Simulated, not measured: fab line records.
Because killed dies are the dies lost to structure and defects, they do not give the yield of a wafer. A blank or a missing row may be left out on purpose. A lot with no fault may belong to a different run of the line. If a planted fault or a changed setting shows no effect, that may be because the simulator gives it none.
A struck lot beside a sound one / flow nand-harc / 14 out of 1159 route steps
Sound: these wafers, L435.1, L435.2, L435.6. Wafers struck: L431.3, L431.6. At the end, the cause is stated.
Order at every step that has rows: each side's tool, ch and its chambers, its first start. Under that, the readings that differ: sound wafers / struck wafers / difference of the means / sigmas: that difference in standard deviations of wafers without a fault.
alike: a reading whose means differ by less than 2 such deviations, as well as words and numbers matching on both sides. not compared: withheld readings; readings where some wafer has no value; bounds like >300 that might hide an equal value; numbers whose values overlap and for which the record gives no deviation.
A row with sigmas, a row that says differs or no value, or rows on one side alone: a step with any of these is where the two part. When numbers do not overlap yet have no deviation, they are printed without sigmas and do not part them. Lack of a reading on every wafer of one side parts them only where that side has two or more wafers.

NHARC_A_STAIRCASE_STRIP_475: strips in O2, time 20 s.
  sound on rie-diel-04 ch 0,2; struck on rie-diel-04 ch 2,3
  alike: drypump-motor-current-A, mfc-ar-sccm, oes-product-au, rf-vpp-V, showerhead-plenum-p-Torr, throttle-valve-pct
  not compared: rf-hours-counter-h
NHARC_A_STAIRCASE_DEP_471: deposits SiO2, target thk 100 nm.
  sound on pecvd-01 ch 1,2, day 16 13:59; struck on pecvd-01 ch 0,1, day 16 02:05
  alike: heater-power-w, susceptor-temp-C, throttle-valve-pct
NHARC_A_STAIRCASE_CMP_472: polishes SiO2.
  sound on cmp-02 ch 0,2,3, day 16 14:15; struck on cmp-02 ch 2,3, day 16 02:22
  alike: motor-current-A
then, 1 step without rows for these wafers: NHARC_A_STAIRCASE_SRD_474.
NHARC_A_STAIRCASE_INSPECT_155:
  sound on defect-inspect-01 at day 16 14:34; struck on defect-inspect-01 at day 16 02:38
  alike: raw-defect-count
NHARC_A_SGD_CUT_DEP_00: deposits SiNx, target thk 50 nm.
  sound on pecvd-02 ch 0,1, day 16 14:38; struck on pecvd-01 ch 0,1, day 16 02:43
  alike: heater-power-w, susceptor-temp-C
then, 5 steps without rows for these wafers: NHARC_A_SGD_CUT_DEHYDRATE_01 (time 120 s); NHARC_A_SGD_CUT_HMDS_02 (time 30 s); NHARC_A_SGD_CUT_COAT_56 (time 75 s); NHARC_A_SGD_CUT_COAT_57 (time 65 s); NHARC_A_SGD_CUT_COAT_03 (resist thk 90 nm).
NHARC_A_SGD_CUT_SOFTBAKE_04: time 55 s.
  sound on litho-track-06 ch 0, day 16 14:00; struck on litho-track-01 ch 0, day 16 02:00
reading=heater-power-total-W (W); sound=188.32 188.42 188.57; struck=192.47 192.10; difference=+3.85; sigmas=+24
reading=plate-temp-C (C); sound=105.00 104.98 105.04; struck=106.67 106.62; difference=+1.64; sigmas=+14
  alike: resist-line-temp-C
then, 1 step without rows for these wafers: NHARC_A_SGD_CUT_EBR_05.
-- the record jumps here: 5 days lie between the struck wafers' starts before and after (it left off in module A_SGD_CUT and takes up again in module END, whose first step shown is number 1159 of the route) --
NHARC_END_SORT_01:
  only the struck wafers appear in the record here, on prober-01 ch 0 at day 21 11:47; the sound ones have no rows

== WHERE THEY PART ==
At NHARC_A_SGD_CUT_SOFTBAKE_04 first; at NHARC_END_SORT_01 last (within this record only).

WHY: the cause the simulator had injected
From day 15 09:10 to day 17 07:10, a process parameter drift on litho-track-01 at NHARC_A_SGD_CUT_SOFTBAKE_04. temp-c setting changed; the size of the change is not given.
